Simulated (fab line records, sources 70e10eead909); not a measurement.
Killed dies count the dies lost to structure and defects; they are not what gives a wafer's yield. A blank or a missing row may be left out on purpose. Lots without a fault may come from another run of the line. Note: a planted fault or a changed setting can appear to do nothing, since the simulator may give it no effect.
fab line records	flow nandHarc
[record] lots = 6	wafers = 18	lastDay = 34
route steps=1302 shown A_BONDPAD@1210 END@1302
lots that met no fault: taken from a fault-free run of the same line
startH: the number of hours between the record's first day and the start of the first shown wafer of the lot	waitH: hours since the lot's step before	" identical to the entry in the row above	L1.1+2: several wafers, shown together as one row	- value missing, or start not given	* or withheld: withheld	< > ~ a bound
route shown NAME@n: names a module that has steps shown in the file, with the first one's number in the route	usual: the fault-free wafers' mean and standard deviation	same: alike in all rows	chamber/n: place in a boat	sites: the reading at each site	_std_site: standard deviation of those values	_edge_site: mean of outer sites minus mean of inner sites	radiusMm: for every site, how far away it sits from the centre of the wafer	mask NAME#n: copy n	behind: tool/chamber where the wafer was last shaped	hold: reason for holding the lot/hours on hold/outcome of the hold	device: names the non-switching transistor (n, p or np)	end of line: the route-end tests of the same wafers	a step with no rows: only its recipe	killed: dies that structure and defects cost at the first sort, which is not the same as the wafer's yield	map: the dies of a wafer, with x for killed, . for not killed, _ for no die there
set.NAME: the setting that was run; set.NAME@STEP: the one run at that earlier step	model.NAME: the simulator's own value behind a step, which no gauge read
certain route steps with their lots: each step a table, each wafer a row
services: from which hour (startH, from the record's first day; less than 0 if before it) a tool's chamber was out of use, for how many hours, and why
[[steps]]
[step NHARC_A_BONDPAD_SOFTBAKE_04]
[recipe] tempC = 125	timeS = 70
[step NHARC_A_BONDPAD_EBR_05]
[step NHARC_A_BONDPAD_EXPOSE_06]
[recipe] na = 0.55	doseMj = 36.99	maskId = A_BPAD
[step NHARC_A_BONDPAD_PEB_07]
[recipe] pebTempC = 128	pebTimeS = 80
[step NHARC_A_BONDPAD_DEVELOP_08]
[recipe] timeS = 50	devTempC = 22
[step NHARC_A_BONDPAD_CD_MEAS_09]
[recipe] targetCdNm = 500	landingEnergyEv = 500
[usual] cdNm = 500.0/1.8
lot.wafer	tool	chamber	startH	waitH	cdNm
L485.1	cdSem-02	0	547.08	-	500.1
L485.4	"	0	"	"	498.0
L485.6	"	0	"	"	500.9
L488.3	cdSem-02	0	582.92	-	499.2
L488.5	"	0	"	"	499.7
L488.6	"	0	"	"	498.0
L487.1	cdSem-03	0	597.42	-	499.9
L487.2	"	0	"	"	499.0
L487.3	"	0	"	"	499.7
L490.3	cdSem-03	0	602.54	-	495.9
L490.4	"	0	"	"	499.2
L490.6	"	0	"	"	500.4
L502.1	cdSem-03	0	723.61	-	501.2
L502.2	"	0	"	"	500.2
L502.6	"	0	"	"	498.5
L506.1	cdSem-01	0	771.91	-	498.8
L506.2	"	0	"	"	500.2
L506.6	"	0	"	"	500.2
[step NHARC_A_BONDPAD_OVL_MEAS_35]
[usual] overlayXNm = 1/5.4	overlayYNm = 0/5
lot.wafer	tool	chamber	startH	waitH	overlayXNm	overlayYNm
L485.1	overlay-02	-	547.17	-	11	-6
L485.4	"	-	"	"	11	-6
L485.6	"	-	"	"	11	-5
L488.3	overlay-01	-	583.01	-	2	3
L488.5	"	-	"	"	2	3
L488.6	"	-	"	"	2	3
L487.1	overlay-01	-	597.51	-	-6	-7
L487.2	"	-	"	"	-6	-7
L487.3	"	-	"	"	-6	-7
L490.3	overlay-01	-	602.62	-	-1	-1
L490.4	"	-	"	"	-2	-1
L490.6	"	-	"	"	-1	-1
L502.1	overlay-01	-	723.70	-	1	7
L502.2	"	-	"	"	2	7
L502.6	"	-	"	"	2	7
L506.1	overlay-01	-	772.00	-	2	-8
L506.2	"	-	"	"	2	-8
L506.6	"	-	"	"	2	-8
[step NHARC_A_BONDPAD_HARDBAKE_10]
[recipe] tempC = 118	timeS = 65
[step NHARC_A_BONDPAD_DESCUM_11]
[recipe] timeS = 3	o2FlowSccm = 200	arFlowSccm = 0	biasPowerW = 0	chemistry = O2
[usual] chamberPressureMTorr = 59.99/0.052	drypumpMotorCurrentA = 5.98/0.21	mfcArSccm = 0.010/0.011	oesProductAu = 0.995/0.013	rfVppV = 57.7/0.88	showerheadPlenumPTorr = 1.89/0.061	throttleValvePct = 11.310/0.0086
lot.wafer	tool	chamber	startH	waitH	chamberPressureMTorr	drypumpMotorCurrentA	mfcArSccm	oesProductAu	rfHoursCounterH	rfVppV	showerheadPlenumPTorr	throttleValvePct
L485.1	rieDiel-09	3	547.30	-	59.99	6.18	0.011	1.002	1	57.0	1.87	11.304
L485.6	"	3	"	"	60.00	6.17	0.011	0.999	-	56.8	1.87	11.296
L485.4	"	0	"	"	60.05	5.73	0	0.983	-	58.6	1.93	11.302
L488.3	rieDiel-05	1	583.16	-	59.90	6.19	0.001	1.000	30	57.7	2.00	11.301
L488.5	"	2	"	"	59.97	5.78	0	1.012	-	57.6	1.86	11.307
L488.6	"	3	"	"	59.97	5.74	0.001	0.999	-	58.7	1.95	11.314
L487.1	rieDiel-09	2	597.63	-	59.95	5.77	0.026	1.014	3	57.4	1.85	11.306
L487.3	"	3	"	"	59.96	6.18	0.011	0.986	3	57.5	1.87	11.311
L487.2	"	0	"	"	60.02	5.77	0	0.990	3	57.9	1.93	11.325
L490.4	rieDiel-09	2	602.78	-	59.91	5.80	0.026	1.015	4	58.6	1.85	11.299
L490.3	"	3	"	"	59.89	6.17	0.011	1.007	4	58.0	1.87	11.311
L490.6	"	2	"	"	60.02	5.82	0.026	1.020	-	57.6	1.85	11.321
L502.1	rieDiel-05	3	723.83	-	60.02	5.74	0.001	0.980	21	58.3	1.94	11.319
L502.2	"	2	"	"	60.02	5.87	0	0.998	22	57.6	1.85	11.308
L502.6	"	3	"	"	60.07	5.75	0.001	0.985	-	58.5	1.94	11.311
L506.2	rieDiel-05	1	772.13	-	59.93	6.20	0.001	0.993	0	56.4	1.99	11.314
L506.1	"	3	"	"	59.98	5.75	0.001	0.988	0	56.3	1.94	11.327
L506.6	"	0	"	"	60.05	5.98	0	0.983	-	59.4	2.08	11.328
[step NHARC_A_BONDPAD_ETCH_34]
[recipe] targetDepthA = 600	overetchA = 180	timeS = 65.91	ionEnergyEv = 200	n2FlowSccm = 150	h2FlowSccm = 150	arFlowSccm = 0	rfW = 400	biasW = 150	chemistry = N2/H2
[usual] chamberPressureMTorr = 30.004/0.027	drypumpMotorCurrentA = 5.97/0.21	mfcArSccm = 0.010/0.011	oesProductAu = 0.996/0.012	rfFwdPowerW = 396.1/1.9	rfVppV = 429.8/1.9	showerheadPlenumPTorr = 2.01/0.064	throttleValvePct = 14.172/0.01
lot.wafer	tool	chamber	startH	waitH	chamberPressureMTorr	drypumpMotorCurrentA	mfcArSccm	oesProductAu	rfFwdPowerW	rfHoursCounterH	rfVppV	showerheadPlenumPTorr	throttleValvePct
L485.1	rieDiel-09	3	547.42	0.1	30.022	6.19	0.011	0.998	395.4	1	428.6	1.99	14.175
L485.4	"	0	"	"	30.012	5.76	0	0.999	392.4	-	431.2	2.06	14.171
L485.6	"	2	"	"	30.017	5.77	0.026	1.012	396.1	-	429.2	1.97	14.169
L488.3	rieDiel-05	1	583.23	0.1	29.997	6.21	0.001	0.995	394.0	30	432.0	2.13	14.165
L488.6	"	3	"	"	29.992	5.76	0.001	1.011	398.2	-	431.4	2.08	14.171
L488.5	"	0	"	"	29.991	5.99	0	1.015	397.5	-	425.6	1.88	14.173
L487.3	rieDiel-09	1	597.72	0.1	29.984	6.20	0.024	1.020	397.6	2	427.5	1.97	14.169
L487.2	"	2	"	"	29.993	5.76	0.026	1.015	397.2	3	429.8	1.97	14.171
L487.1	"	0	"	"	29.977	5.76	0	1.000	394.2	3	430.7	2.06	14.168
L490.3	rieDiel-09	3	602.87	0.1	30.067	6.17	0.011	0.994	396.1	4	430.4	1.99	14.163
L490.4	"	1	"	"	29.945	6.23	0.024	1.011	398.1	3	429.5	1.97	14.162
L490.6	"	2	"	"	30.023	5.82	0.026	1.009	397.9	-	428.2	1.96	14.191
L502.1	rieDiel-05	3	723.93	0.1	30.021	5.74	0.001	0.988	396.1	21	431.6	2.07	14.188
L502.2	"	2	"	"	30.051	5.84	0	0.995	397.9	22	428.3	1.97	14.175
L502.6	"	2	"	"	30.028	5.84	0	0.993	398.4	-	430.1	1.97	14.170
L506.1	rieDiel-05	0	772.20	0.1	29.976	6.04	0	0.987	396.3	0	434.1	2.22	14.160
L506.2	"	1	"	"	30.019	6.20	0.001	0.993	396.2	0	433.1	2.12	14.160
L506.6	"	1	"	"	29.987	6.20	0.001	0.985	392.8	-	432.3	2.12	14.169
[step NHARC_A_BONDPAD_ETCH_12]
[recipe] targetDepthA = 2200	timeS = 110	chf3FlowSccm = 50	o2FlowSccm = 10	arFlowSccm = 200	rfW = 500	biasW = 200	chemistry = CHF3/O2
[usual] chamberPressureMTorr = 24.999/0.023	drypumpMotorCurrentA = 5.97/0.22	mfcArSccm = 199.9/0.62	oesProductAu = 0.948/0.025	rfFwdPowerW = 496.7/1.9	rfVppV = 369.9/1.7	showerheadPlenumPTorr = 2.37/0.069	throttleValvePct = 20.572/0.01
lot.wafer	tool	chamber	startH	waitH	chamberPressureMTorr	drypumpMotorCurrentA	mfcArSccm	oesProductAu	rfFwdPowerW	rfHoursCounterH	rfVppV	showerheadPlenumPTorr	throttleValvePct
L485.1	rieDiel-09	2	-	-	24.987	5.80	199.9	0.973	497.7	1	368.7	2.32	20.590
L485.6	"	3	"	"	24.973	6.17	199.4	0.953	493.3	-	370.6	2.35	20.563
L485.4	"	2	"	"	24.991	5.79	200.4	0.972	498.3	-	368.6	2.32	20.582
L488.3	rieDiel-05	2	-	-	24.973	5.85	198.7	0.925	497.2	33	369.4	2.34	20.567
L488.5	"	2	"	"	25.027	5.85	200.2	0.916	497.7	-	369.9	2.34	20.575
L488.6	"	3	"	"	25.020	5.75	200.4	0.923	495.6	-	372.4	2.44	20.575
L487.2	rieDiel-09	0	-	-	24.978	5.74	200.4	0.975	494.2	3	370.2	2.42	20.570
L487.1	"	2	"	"	24.985	5.80	199.3	0.971	497.3	3	368.4	2.32	20.570
L487.3	"	3	"	"	24.976	6.17	200.1	0.965	497.8	3	369.7	2.35	20.568
L490.3	rieDiel-09	3	-	-	24.948	6.18	201.2	0.949	498.1	4	369.2	2.35	20.562
L490.4	"	2	"	"	24.996	5.79	200.9	0.967	494.5	4	368.3	2.32	20.573
L490.6	"	0	"	"	24.966	5.73	200.9	0.974	493.6	-	370.8	2.42	20.574
L502.1	rieDiel-05	1	-	-	24.935	6.21	198.9	0.899	493.2	25	371.8	2.49	20.557
L502.2	"	3	"	"	24.989	5.75	199.6	0.920	497.4	21	371.1	2.43	20.568
L502.6	"	1	"	"	25.016	6.20	200.4	0.906	494.9	-	373.0	2.49	20.576
L506.2	rieDiel-05	2	-	-	24.979	5.83	200.3	0.972	498.4	0	368.8	2.33	20.567
L506.1	"	1	"	"	25.023	6.18	199.7	0.953	495.7	0	372.1	2.49	20.577
L506.6	"	2	"	"	25.008	5.84	199.2	0.976	498.0	-	368.2	2.33	20.589
[step NHARC_A_BONDPAD_CD_MEAS_13]
[usual] cdNm = 499.6/1.9
lot.wafer	tool	chamber	startH	waitH	cdNm
L485.1	cdSem-02	-	547.66	-	499.2
L485.4	"	-	"	"	497.6
L485.6	"	-	"	"	499.3
L488.3	cdSem-03	-	583.46	-	498.6
L488.5	"	-	"	"	500.1
L488.6	"	-	"	"	498.8
L487.1	cdSem-01	-	597.95	-	498.4
L487.2	"	-	"	"	498.7
L487.3	"	-	"	"	498.4
L490.3	cdSem-01	-	603.18	-	495.6
L490.4	"	-	"	"	498.1
L490.6	"	-	"	"	499.3
L502.1	cdSem-01	-	724.20	-	500.3
L502.2	"	-	"	"	499.8
L502.6	"	-	"	"	497.3
L506.1	cdSem-03	-	772.43	-	499.4
L506.2	"	-	"	"	500.0
L506.6	"	-	"	"	500.1
[step NHARC_A_BONDPAD_STRIP_15]
[recipe] o2FlowSccm = 500	arFlowSccm = 0	biasW = 0	chemistry = O2
[usual] biasW = 0/0	chamberPressureMTorr = 60.00/0.054	drypumpMotorCurrentA = 5.96/0.26	mfcArSccm = 0.008/0.011	oesProductAu = 0.995/0.012	rfVppV = 57.8/0.76	showerheadPlenumPTorr = 3.48/0.11	throttleValvePct = 17.037/0.0097
lot.wafer	tool	chamber	startH	waitH	biasW	chamberPressureMTorr	drypumpMotorCurrentA	mfcArSccm	oesProductAu	rfHoursCounterH	rfVppV	showerheadPlenumPTorr	throttleValvePct
L485.4	rieDiel-05	2	547.74	0.1	0	60.05	5.79	0	0.998	25	57.0	3.44	17.031
L485.1	"	3	"	"	0	59.96	5.76	0.001	1.007	25	57.6	3.59	17.028
L485.6	"	3	"	"	0	60.04	5.75	0.001	1.003	-	57.6	3.59	17.035
L488.3	rieDiel-09	2	583.54	0.1	-	-	-	-	-	-	-	-	-
L488.5	"	1	"	"	-	-	-	-	-	-	-	-	-
L488.6	"	2	"	"	-	-	-	-	-	-	-	-	-
L487.2	rieDiel-09	0	598.02	0.1	-	-	-	-	-	-	-	-	-
L487.3	"	2	"	"	-	-	-	-	-	-	-	-	-
L487.1	"	3	"	"	-	-	-	-	-	-	-	-	-
L490.3	rieDiel-12	1	603.28	0.1	0	59.96	6.50	0	1.019	50	56.8	3.45	17.037
L490.4	"	2	"	"	0	59.98	5.10	0	1.005	47	58.1	3.78	17.042
L490.6	"	0	"	"	0	60.00	4.90	0	1.000	-	57.9	3.28	17.030
L502.2	rieDiel-05	2	724.27	0.1	0	59.97	5.83	0	0.997	22	58.1	3.42	17.042
L502.1	"	3	"	"	0	60.01	5.74	0.001	0.986	22	59.3	3.57	17.042
L502.6	"	1	"	"	0	59.96	6.24	0.001	0.978	-	56.5	3.66	17.039
L506.1	rieDiel-09	0	772.51	0.1	0	59.97	5.79	0	0.996	2	58.5	3.56	17.043
L506.2	"	3	"	"	0	60.00	6.20	0.011	0.985	3	57.8	3.45	17.034
L506.6	"	1	"	"	0	60.12	6.24	0.024	0.989	-	57.7	3.42	17.024
[step NHARC_A_BONDPAD_ETCH_24]
[recipe] targetDepthA = 300	overEtchFrac = 0.3	timeS = 72.99	ionEnergyEv = 150	cf4FlowSccm = 50	n2FlowSccm = 100	arFlowSccm = 150	rfW = 300	biasW = 100	chemistry = CF4/N2
[usual] chamberPressureMTorr = 30.000/0.027	drypumpMotorCurrentA = 5.96/0.26	mfcArSccm = 150.0/0.47	oesProductAu = 0.993/0.012	rfFwdPowerW = 297.2/1.1	rfVppV = 313.6/1.6	showerheadPlenumPTorr = 2.59/0.082	throttleValvePct = 19.794/0.0092
lot.wafer	tool	chamber	startH	waitH	chamberPressureMTorr	drypumpMotorCurrentA	mfcArSccm	oesProductAu	rfFwdPowerW	rfHoursCounterH	rfVppV	showerheadPlenumPTorr	throttleValvePct
L485.4	rieDiel-05	2	-	-	30.016	5.86	150.1	0.994	296.2	25	314.2	2.56	19.783
L485.1	"	0	"	"	30.058	6.01	150.3	1.016	297.2	24	312.4	2.44	19.809
L485.6	"	2	"	"	29.982	5.82	150.3	0.995	298.1	-	313.8	2.56	19.806
L488.3	rieDiel-09	3	583.68	0.1	29.976	6.17	150.8	0.986	296.8	2	313.4	2.57	19.801
L488.5	"	3	"	"	30.045	6.17	151.4	0.992	296.0	-	311.7	2.57	19.779
L488.6	"	0	"	"	29.986	5.75	149.2	0.988	295.7	-	314.3	2.65	19.785
L487.2	rieDiel-09	0	598.17	0.1	29.982	5.73	150.7	1.006	296.2	3	314.7	2.65	19.799
L487.3	"	2	"	"	30.058	5.77	149.8	1.009	298.8	3	312.8	2.54	19.790
L487.1	"	3	"	"	30.035	6.20	149.9	0.990	298.5	3	312.7	2.57	19.803
L490.4	rieDiel-12	1	-	-	29.951	6.50	150.0	1.010	298.0	51	312.8	2.57	19.793
L490.3	"	2	"	"	30.004	5.11	149.7	0.999	295.1	47	317.8	2.82	19.808
L490.6	"	1	"	"	29.989	6.52	150.1	1.008	298.4	-	312.6	2.57	19.788
L502.1	rieDiel-05	2	724.45	0.1	29.954	5.88	150.0	0.989	296.7	22	313.1	2.55	19.805
L502.2	"	1	"	"	30.060	6.21	149.8	0.984	297.9	25	316.2	2.72	19.793
L502.6	"	2	"	"	29.975	5.85	149.3	0.991	298.4	-	314.2	2.55	19.796
L506.2	rieDiel-09	0	-	-	29.995	5.74	149.9	0.986	294.7	3	314.4	2.65	19.778
L506.1	"	3	"	"	29.974	6.19	149.5	0.988	298.3	3	313.6	2.57	19.786
L506.6	"	1	"	"	30.003	6.21	149.5	0.996	298.2	-	313.3	2.54	19.790
[step NHARC_END_SORT_01]
[recipe] tempC = 25
[usual] defectLimitedYield = 91.4/2.7	killedAtArray = 53/18	killedAtOther = 1.0/1.2	killedAtPeriphery = 3.6/2.4	killedDies = 58/18	killedOpen = 3.4/1.8	killedShort = 2.3/1.5	sort_bin_2_pct = 3.1/1.2	sort_bin_3_pct = 0.7/0.39	sort_bin_4_pct = 4.8/1.6	sortNPass = 619/18	sortRimYieldPct = 88/4.1	sortYieldPct = 91.4/2.7
[same] grossDies = 677	sort_bin_5_pct[%] = 0	sort_bin_6_pct[%] = 0	sort_bin_7_pct[%] = 0	sort_bin_8_pct[%] = 0	sortRimNGross = 106.00
lot.wafer	tool	chamber	startH	waitH	defectLimitedYield[%]	killedAtArray	killedAtOther	killedAtPeriphery	killedDies	killedOpen	killedShort	sort_bin_2_pct[%]	sort_bin_3_pct[%]	sort_bin_4_pct[%]	sortNPass	sortRimYieldPct[%]	sortYieldPct[%]
L488.3	prober-02	0	621.00	3.1	0	673	1	3	677	4	4	95.1	0.3	4.6	0	0	0
L488.5	prober-02	0	622.60	3.7	0	672	1	4	677	7	3	96.0	0.1	3.8	0	0	0
L488.6	prober-02	0	623.39	4.0	0	671	1	5	677	3	7	96.0	0.6	3.4	0	0	0
L487.1	prober-01	0	628.24	2.5	0	674	0	3	677	4	3	93.9	0.1	5.9	0	0	0
L487.2	prober-01	0	629.05	2.8	0	671	3	3	677	5	3	93.6	1.5	4.9	0	0	0
L487.3	prober-01	0	629.85	3.1	0	672	1	4	677	1	2	94.7	0.4	4.9	0	0	0
// killed by level:class
L488.3 A_BONDPAD:areaStrip=629 A_CHANNEL_HOLE_D2:chamberFilmFlake=27 A_CONTACT:chamberFilmFlake=7 A_CHANNEL_HOLE_D1:chamberFilmFlake=2 P_STI:geometricParticle:short=1 P_GATE:geometricParticle:open=1 P_CONTACT:geometricParticle:open=1 A_CHANNEL_HOLE_D1:geometricParticle:short=1
L488.5 A_BONDPAD:areaStrip=627 A_CHANNEL_HOLE_D2:chamberFilmFlake=30 A_CHANNEL_HOLE_D1:chamberFilmFlake=4 A_CHANNEL_HOLE_D1:geometricParticle:open=3 A_WL_FILL:chamberFilmFlake=2 A_CONTACT:chamberFilmFlake=2 P_GATE:geometricParticle:open=1 P_CONTACT:geometricParticle:open=1
L488.6 A_BONDPAD:areaStrip=628 A_CHANNEL_HOLE_D2:chamberFilmFlake=25 A_CONTACT:chamberFilmFlake=5 A_CHANNEL_HOLE_D1:chamberFilmFlake=3 A_STAIRCASE:chamberFilmFlake=3 P_CONTACT:geometricParticle:short=2 P_GATE:geometricParticle:open=1 P_M1:geometricParticle:short=1
L487.1 A_BONDPAD:areaStrip=623 A_CHANNEL_HOLE_D1:chamberFilmFlake=20 A_STAIRCASE:chamberFilmFlake=9 A_CHANNEL_HOLE_D2:chamberFilmFlake=8 A_CONTACT:chamberFilmFlake=4 A_CHANNEL_FILL_D1:chamberFilmFlake=3 A_ONON_D1:geometricParticle:open=2 P_M0:geometricParticle:open=1
L487.2 A_BONDPAD:areaStrip=616 A_CHANNEL_HOLE_D1:chamberFilmFlake=29 A_STAIRCASE:chamberFilmFlake=9 A_CHANNEL_HOLE_D2:chamberFilmFlake=4 A_CONTACT:chamberFilmFlake=3 THIN_TSV:chamberFilmFlake=3 P_M1:geometricParticle:open=1 P_M0:geometricParticle:short=1
L487.3 A_BONDPAD:areaStrip=619 A_CHANNEL_HOLE_D1:chamberFilmFlake=26 A_CHANNEL_HOLE_D2:chamberFilmFlake=10 A_CONTACT:chamberFilmFlake=5 A_STAIRCASE:chamberFilmFlake=4 P_CONTACT:chamberFilmFlake=2 A_SLIT:chamberFilmFlake=2 A_CHANNEL_FILL_D1:chamberFilmFlake=2
// map L487.1 (x killed, . not)
____________x____________
_________xxxxxxx_________
_______xxxxxxxxxxx_______
______xxxxxxxxxxxxx______
_____xxxxxxxxxxxxxxx_____
____xxxxxxxxxxxxxxxxx____
____xxxxxxxxxxxxxxxxx____
___xxxxxxxxxxxxxxxxxxx___
___xxxxxxxxxxxxxxxxxxx___
__xxxxxxxxxxxxxxxxxxxxx__
__xxxxxxxxxxxxxxxxxxxxx__
_xxxxxxxxxxxxxxxxxxxxxxx_
_xxxxxxxxxxxxxxxxxxxxxxx_
_xxxxxxxxxxxxxxxxxxxxxxx_
_xxxxxxxxxxxxxxxxxxxxxxx_
_xxxxxxxxxxxxxxxxxxxxxxx_
xxxxxxxxxxxxxxxxxxxxxxxxx
xxxxxxxxxxxxxxxxxxxxxxxxx
xxxxxxxxxxxxxxxxxxxxxxxxx
xxxxxxxxxxxxxxxxxxxxxxxxx
xxxxxxxxxxxxxxxxxxxxxxxxx
_xxxxxxxxxxxxxxxxxxxxxxx_
_xxxxxxxxxxxxxxxxxxxxxxx_
_xxxxxxxxxxxxxxxxxxxxxxx_
_xxxxxxxxxxxxxxxxxxxxxxx_
_xxxxxxxxxxxxxxxxxxxxxxx_
__xxxxxxxxxxxxxxxxxxxxx__
__xxxxxxxxxxxxxxxxxxxxx__
___xxxxxxxxxxxxxxxxxxx___
___xxxxxxxxxxxxxxxxxxx___
____xxxxxxxxxxxxxxxxx____
____xxxxxxxxxxxxxxxxx____
_____xxxxxxxxxxxxxxx_____
______xxxxxxxxxxxxx______
_______xxxxxxxxxxx_______
_________xxxxxxx_________
____________x____________
// map L488.3 (x killed, . not)
____________x____________
_________xxxxxxx_________
_______xxxxxxxxxxx_______
______xxxxxxxxxxxxx______
_____xxxxxxxxxxxxxxx_____
____xxxxxxxxxxxxxxxxx____
____xxxxxxxxxxxxxxxxx____
___xxxxxxxxxxxxxxxxxxx___
___xxxxxxxxxxxxxxxxxxx___
__xxxxxxxxxxxxxxxxxxxxx__
__xxxxxxxxxxxxxxxxxxxxx__
_xxxxxxxxxxxxxxxxxxxxxxx_
_xxxxxxxxxxxxxxxxxxxxxxx_
_xxxxxxxxxxxxxxxxxxxxxxx_
_xxxxxxxxxxxxxxxxxxxxxxx_
_xxxxxxxxxxxxxxxxxxxxxxx_
xxxxxxxxxxxxxxxxxxxxxxxxx
xxxxxxxxxxxxxxxxxxxxxxxxx
xxxxxxxxxxxxxxxxxxxxxxxxx
xxxxxxxxxxxxxxxxxxxxxxxxx
xxxxxxxxxxxxxxxxxxxxxxxxx
_xxxxxxxxxxxxxxxxxxxxxxx_
_xxxxxxxxxxxxxxxxxxxxxxx_
_xxxxxxxxxxxxxxxxxxxxxxx_
_xxxxxxxxxxxxxxxxxxxxxxx_
_xxxxxxxxxxxxxxxxxxxxxxx_
__xxxxxxxxxxxxxxxxxxxxx__
__xxxxxxxxxxxxxxxxxxxxx__
___xxxxxxxxxxxxxxxxxxx___
___xxxxxxxxxxxxxxxxxxx___
____xxxxxxxxxxxxxxxxx____
____xxxxxxxxxxxxxxxxx____
_____xxxxxxxxxxxxxxx_____
______xxxxxxxxxxxxx______
_______xxxxxxxxxxx_______
_________xxxxxxx_________
____________x____________
[[services]]
tool	chamber	startH	hours	kind
rieDiel-09	0	530.60	-	clean
rieDiel-09	1	530.60	-	clean
rieDiel-09	2	530.60	-	clean
rieDiel-09	3	530.60	-	clean
rieDiel-09	1	541.84	9.8	repair
rieDiel-09	0	555.10	-	clean
rieDiel-09	1	555.10	-	clean
rieDiel-09	2	555.10	-	clean
rieDiel-09	3	555.10	-	clean
rieDiel-09	0	579.60	-	clean
rieDiel-09	1	579.60	-	clean
rieDiel-09	2	579.60	-	clean
rieDiel-09	3	579.60	-	clean
rieDiel-09	1	611.50	1.5	repair
rieDiel-12	-	625.42	9.0	pm
rieDiel-09	2	674.09	4.5	repair
rieDiel-09	-	674.10	9.0	pm
rieDiel-12	1	689.66	4.9	repair
rieDiel-12	0	711.27	4.4	repair
rieDiel-05	0	720.99	14.9	repair
rieDiel-05	3	725.65	6.0	repair
rieDiel-12	3	747.75	8.6	repair
rieDiel-05	-	760.60	9.0	pm
rieDiel-12	-	760.68	4.9	repair
[[key]]
[firstSign] step = NHARC_A_BONDPAD_STRIP_15	reading = toolRecord	direction = missing
[effect] step = NHARC_END_SORT_01	reading = sort_bin_2_pct	direction = up	sigmas = 79	usual = 3.1	struck = 94.9
[moreKillsBornAt] NHARC_A_BONDPAD_STRIP_15@rieDiel-09 = 3742
metAt NHARC_A_BONDPAD_STRIP_15
struckWafers L487.1,L487.2,L487.3,L488.3,L488.5,L488.6
laterRowsLeftOut L487.1,L487.2,L487.3,L488.3,L488.5,L488.6
[fault] kind = skippedStepWhole	tool = rieDiel-09	chamber = -	onsetH = 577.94	steps = NHARC_A_BONDPAD_STRIP_15	scope = struckLotsOnly
// laterRowsLeftOut: the simulator's readings of these wafers behind a module that went badly wrong aren't trusted and aren't shown, but for the sort
